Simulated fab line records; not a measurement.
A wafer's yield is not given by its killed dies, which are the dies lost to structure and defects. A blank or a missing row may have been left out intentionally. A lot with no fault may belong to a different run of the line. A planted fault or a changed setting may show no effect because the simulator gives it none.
A lot that was struck, set against a sound lot    flow n5-finfet    31 out of 1938 route steps
Sound: wafers L889.1, L889.2, L889.3. Struck: wafers L885.1, L885.3, L885.4. At the end, the cause is stated.
Each step with rows lists, per side, the tool, then ch with its chambers, then its first start. Under that, the readings that differ: sound wafers    struck wafers    difference of the means    sigmas: that difference in standard deviations of wafers without a fault.
alike: readings with means less than 2 such deviations apart, plus words and numbers identical on both sides. not compared: withheld readings, readings lacking a value on some wafer, bounds such as >300 that could conceal the same value, and numbers that have no deviation in the record and whose values overlap.
The two part at a step that has a row with sigmas, a row that says differs or no value, or rows on one side only. Non-overlapping numbers with no deviation appear without sigmas and do not part them. A reading that every wafer of one side lacks parts them only if that side has two wafers or more.

first, 8 steps without rows for these wafers: N5_FIN_SAQP_HM_OPEN_33 (chemistry CH3F/O2, target SiNx, target depth 49.4 nm, time 70.6 s); N5_FIN_SAQP_ETCH_34 (etches SiO2 in C4F6/O2, target depth 45 nm, time 15 s); N5_FIN_SAQP_STRIP_77 (strips in N2/H2, time 90 s); N5_FIN_SAQP_ETCH_64 (etches SiO2 in CF4, target depth 1.5 nm); N5_FIN_SAQP_FIN_ETCH_36 (etches the open film in HBr/Cl2/O2, target depth 120 nm, time 50.4 s); N5_FIN_SAQP_PRECLEAN_38 (cleans in O3/DIW, time 45 s); N5_FIN_SAQP_PRECLEAN_45 (cleans in dHF, time 10 s); N5_FIN_SAQP_SRD_39 (time 30 s).
N5_FIN_CUT_COAT_18: time 60 s, resist thk 230 nm.
  sound on litho-track-04 ch 0, day 6 08:40; struck on litho-track-03 ch 0, day 5 10:10
reading                                   sound                 struck                difference  sigmas
spin-speed-rpm (rpm)                      1500.3 1500.1 1501.5  1820.6 1820.9 1820.0  +319.9      +99 or more
model.SOC_of_FIN_CUT_COAT_18.thk-nm (nm)  230.4 229.6 230.6     209 208.6 208.6       -21         
then, 11 steps without rows for these wafers: N5_FIN_CUT_COAT_19 (time 60 s, resist thk 20 nm); N5_FIN_CUT_COAT_29 (time 60 s, resist thk 10 nm); N5_FIN_CUT_COAT_02 (resist thk 30 nm); N5_FIN_CUT_EBR_04; N5_FIN_CUT_SOFTBAKE_03 (time 60 s); N5_FIN_CUT_EXPOSE_05 (exposes mask FIN CUT); N5_FIN_CUT_PEB_06 (peb time 60 s); N5_FIN_CUT_DEVELOP_07 (develop time 30 s); N5_FIN_CUT_DESCUM_13 (chemistry O2, time 7 s); N5_FIN_CUT_ETCH_30 (etches underlayer in N2/H2, target depth 13 nm, time 10.4 s); N5_FIN_CUT_ETCH_20 (etches SiARC in CF4, target depth 26 nm, time 43.3 s).
N5_FIN_CUT_ETCH_21: etches SOC in N2/H2, target depth 219 nm, overetch 43.8 nm, time 523.5 s.
  sound on rie-diel-01 ch 1,2,3, day 6 09:09; struck on rie-diel-05 ch 0,2,3, day 5 10:47
reading                   sound              struck             difference  sigmas
rf-vpp-V (V)              242.5 243.0 241.8  239.6 238.7 239.2  -3.3        -2
model.etch.depth-nm (nm)  230.4 229.6 230.5  209 208.7 208.6    -21         
  alike: drypump-motor-current-A, oes-product-au, showerhead-plenum-p-Torr, throttle-valve-pct
  not compared: rf-hours-counter-h
then, 7 steps without rows for these wafers: N5_FIN_CUT_STRIP_23 (strips in N2/H2); N5_FIN_CUT_STRIP_31 (strips in N2/H2); N5_FIN_CUT_STRIP_24 (strips in CF4); N5_FIN_CUT_CUT_ETCH_26 (etches SiNx in CH3F/O2, target depth 39 nm, time 55.7 s); N5_FIN_CUT_CUT_ETCH_27 (etches SiO2 in CHF3/O2, target depth 4 nm, overetch 2 nm, time 4.9 s); N5_FIN_CUT_PRECLEAN_35 (cleans in vHF, time 13.3 s); N5_FIN_CUT_CUT_ETCH_15 (etches Si in HBr/Cl2/O2, target depth 100 nm, bt time 10 s, time 42.4 s).
N5_FIN_CUT_CUT_ETCH_28: etches Si in HBr/Cl2/O2, target depth 6 nm, time 2.4 s.
  sound on rie-si-05 ch 0,1,3, day 6 09:44; struck on rie-si-01 ch 0,1,2, day 5 11:22
reading                                   sound            struck           difference  sigmas
model.SOC_of_FIN_CUT_COAT_18.thk-nm (nm)  168.8 168.8 169  147 147.6 147.4  -22         
  alike: drypump-motor-current-A, oes-product-au, throttle-valve-pct
  not compared: rf-hours-counter-h
then, 1 step without rows for these wafers: N5_FIN_CUT_STRIP_22 (strips in N2/H2).
-- a jump in the record: the struck wafers' starts before and after are 6 days apart (it breaks off in module FIN_CUT and resumes in module BEOL_M4, where the first step shown is number 1111 of the route) --
N5_BEOL_M4_RC_MEAS_101:
  sound on prober-02 ch 0, day 12 04:20; struck on prober-01 ch 0, day 11 07:11
  alike: DIBL_N, DIBL_P, IOFF_N, IOFF_P, ION_N, ION_P, SS_N, SS_P, VT_N, VT_P

## WHERE THEY PART
Last at N5_FIN_CUT_ETCH_21 as far as this record goes, first at N5_FIN_CUT_COAT_18. Later steps at which nothing parts them and some readings are alike: N5_FIN_CUT_CUT_ETCH_28, N5_BEOL_M4_RC_MEAS_101.

WHY: what the simulator had put in
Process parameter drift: litho-track-03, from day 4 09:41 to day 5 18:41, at N5_FIN_CUT_COAT_18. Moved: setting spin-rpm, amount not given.
